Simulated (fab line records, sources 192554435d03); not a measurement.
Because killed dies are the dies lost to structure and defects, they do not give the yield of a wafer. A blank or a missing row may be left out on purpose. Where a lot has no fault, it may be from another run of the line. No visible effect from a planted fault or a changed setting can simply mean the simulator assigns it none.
Which tool is to blame? ; flow n5-finfet ; Sampling: 12 lots, 33 wafers, 5 of 1938 route steps

## WHAT THE GAUGES SHOWED, per wafer
N5_MIM_TOP_LITHO_CD_MEAS_08 targets a cd of 2000 nm.
lot;measured;on;cd-nm (nm)
L975;day 12 16:07;cd-sem-03;2000.3 2002.0 2001.6
L976;day 13 06:28;cd-sem-02;1996.9 1998.6 1999.3
L982;day 14 05:17;cd-sem-03;1999.6 2003.1
L980;day 14 07:13;cd-sem-03;1999.3 2001.4 2002.9
L981;day 14 14:52;cd-sem-03;1999.0 1999.5
L983;day 15 01:43;cd-sem-02;2000.0 1999.9 1995.4
L985;day 15 19:25;cd-sem-02;1998.6 2002.1
L984;day 15 20:23;cd-sem-02;1999.1 1967.6 2001.3
L987;day 16 03:36;cd-sem-02;1996.8 1999.4 2000.2
L991;day 16 08:20;cd-sem-01;2003.1 1970.0 2002.9
L995;day 17 22:14;cd-sem-01;2000.2 2001.7 1996.7
L997;day 17 22:48;cd-sem-01;2001.0 1999.2 1999.3

## TOOL THAT RAN EACH LOT (tool first, then ch and the chambers of the sampled wafers, then the start)
lot;N5_BEOL_M15_DEGAS_41;N5_BEOL_M15_SPUTTER_44;N5_MIM_BOT_SPUTTER_00;N5_MIM_TOP_LITHO_EXPOSE_05
L975;pvd-sputter-03, day 12 10:10;pvd-sputter-03, day 12 10:20;pvd-sputter-02, day 12 13:36;krf-scanner-01 ch 0, day 12 15:57
L976;pvd-sputter-03, day 13 01:34;pvd-sputter-03, day 13 01:43;pvd-sputter-01, day 13 04:49;krf-scanner-01 ch 0, day 13 06:17
L982;pvd-sputter-03, day 14 00:16;pvd-sputter-03, day 14 00:26;pvd-sputter-03, day 14 03:20;krf-scanner-02 ch 0, day 14 05:06
L980;pvd-sputter-01, day 14 00:43;pvd-sputter-01, day 14 00:53;pvd-sputter-01, day 14 03:44;krf-scanner-01 ch 0, day 14 07:03
L981;pvd-sputter-01, day 14 07:58;pvd-sputter-01, day 14 08:08;pvd-sputter-02, day 14 13:00;krf-scanner-02 ch 0, day 14 14:43
L983;pvd-sputter-01, day 14 20:13;pvd-sputter-01, day 14 20:23;pvd-sputter-01, day 14 23:56;krf-scanner-02 ch 0, day 15 01:32
L985;pvd-sputter-03, day 15 09:32;pvd-sputter-03, day 15 09:41;pvd-sputter-03, day 15 13:26;krf-scanner-02 ch 0, day 15 19:15
L984;pvd-sputter-02, day 15 09:37;pvd-sputter-02, day 15 09:46;pvd-sputter-02, day 15 18:43;krf-scanner-02 ch 0, day 15 20:13
L987;pvd-sputter-01, day 15 22:07;pvd-sputter-01, day 15 22:16;pvd-sputter-03, day 16 02:18;krf-scanner-01 ch 0, day 16 03:25
L991;pvd-sputter-03, day 16 03:07;pvd-sputter-03, day 16 03:17;pvd-sputter-02, day 16 06:38;krf-scanner-02 ch 0, day 16 08:10
L995;pvd-sputter-01, day 17 16:40;pvd-sputter-01, day 17 16:49;pvd-sputter-01, day 17 20:53;krf-scanner-01 ch 0, day 17 22:04
L997;pvd-sputter-01, day 17 18:06;pvd-sputter-01, day 17 18:16;pvd-sputter-03, day 17 21:11;krf-scanner-01 ch 0, day 17 22:38
- N5_BEOL_M15_DEGAS_41: time 60 s.
- N5_BEOL_M15_SPUTTER_44: material Ta, target thk 15 nm, time 24.19 s.
- N5_MIM_BOT_SPUTTER_00: material TiN, target thk 35 nm, time 89.7 s.
- N5_MIM_TOP_LITHO_EXPOSE_05: exposes mask MIM TOP, target cd 2000 nm.

## WHAT THE TOOLS THEMSELVES READ (means of the sampled wafers that have a number; where no wafer has one, the mark that the record gives instead)
N5_BEOL_M15_DEGAS_41.
lot;tool;heater-power-w (W)
L975;pvd-sputter-03;439
L976;pvd-sputter-03;450
L982;pvd-sputter-03;416
L980;pvd-sputter-01;461
L981;pvd-sputter-01;436
L983;pvd-sputter-01;459
L985;pvd-sputter-03;440
L984;pvd-sputter-02;434
L987;pvd-sputter-01;453
L991;pvd-sputter-03;440
L995;pvd-sputter-01;442
L997;pvd-sputter-01;441

N5_BEOL_M15_SPUTTER_44.
lot;tool;throttle-valve-pct (%)
L975;pvd-sputter-03;30.7
L976;pvd-sputter-03;31.2
L982;pvd-sputter-03;30.4
L980;pvd-sputter-01;29.9
L981;pvd-sputter-01;30.4
L983;pvd-sputter-01;30.0
L985;pvd-sputter-03;31.1
L984;pvd-sputter-02;31.5
L987;pvd-sputter-01;30.2
L991;pvd-sputter-03;30.8
L995;pvd-sputter-01;29.8
L997;pvd-sputter-01;30.2

N5_MIM_BOT_SPUTTER_00.
lot;tool;throttle-valve-pct (%)
L975;pvd-sputter-02;31.1
L976;pvd-sputter-01;30.3
L982;pvd-sputter-03;31.1
L980;pvd-sputter-01;29.8
L981;pvd-sputter-02;32.0
L983;pvd-sputter-01;29.8
L985;pvd-sputter-03;32.0
L984;pvd-sputter-02;30.0
L987;pvd-sputter-03;31.3
L991;pvd-sputter-02;31.5
L995;pvd-sputter-01;29.7
L997;pvd-sputter-03;31.5

N5_MIM_TOP_LITHO_EXPOSE_05.
lot;tool;focus-offset-nm (nm)
L975;krf-scanner-01;-0.4
L976;krf-scanner-01;0.1
L982;krf-scanner-02;0.0
L980;krf-scanner-01;-0.1
L981;krf-scanner-02;0.2
L983;krf-scanner-02;0.0
L985;krf-scanner-02;0.2
L984;krf-scanner-02;-0.3
L987;krf-scanner-01;-0.2
L991;krf-scanner-02;-0.3
L995;krf-scanner-01;0.3
L997;krf-scanner-01;0.2

## THE ANSWER, worked out from the rows above alone
Rule: usual is defined by the lots themselves. The widest of any qualifying gaps counts: lots, ordered by their means at a reading, are off when they make up no more than a third of the lots, leave a main group of 4 or more, and stand apart from it by 3 or more times the standard deviation of that group's means. The tables above print the reading to a certain number of digits; a main group whose means all agree to those digits is not used. A lot without any number at a reading at which 4 lots or more have one is off too. The other lots that the step has rows for count as sound. Order of review: gauges by route order, followed by the tools' own readings, for which a lot's mean as printed above is used. The first step at which some lot is off is used, and at that step the reading that is off furthest; a lot without a number counts as furthest.
Off, at N5_MIM_TOP_LITHO_CD_MEAS_08 on cd-nm: L984, L991. The main group has a mean of 1999.8 nm with a standard deviation of 1.1.
If a tool, at a process step before that reading, ran all the lots that are off and no sound lot after the first of them, it fits. The gauges at N5_MIM_TOP_LITHO_CD_MEAS_08 are tried like those tools. This does not decide it: 2 tools fit, namely pvd-sputter-02 at N5_MIM_BOT_SPUTTER_00 and krf-scanner-02 at N5_MIM_TOP_LITHO_EXPOSE_05.

## WHAT HAD BEEN PUT IN BY THE SIMULATOR
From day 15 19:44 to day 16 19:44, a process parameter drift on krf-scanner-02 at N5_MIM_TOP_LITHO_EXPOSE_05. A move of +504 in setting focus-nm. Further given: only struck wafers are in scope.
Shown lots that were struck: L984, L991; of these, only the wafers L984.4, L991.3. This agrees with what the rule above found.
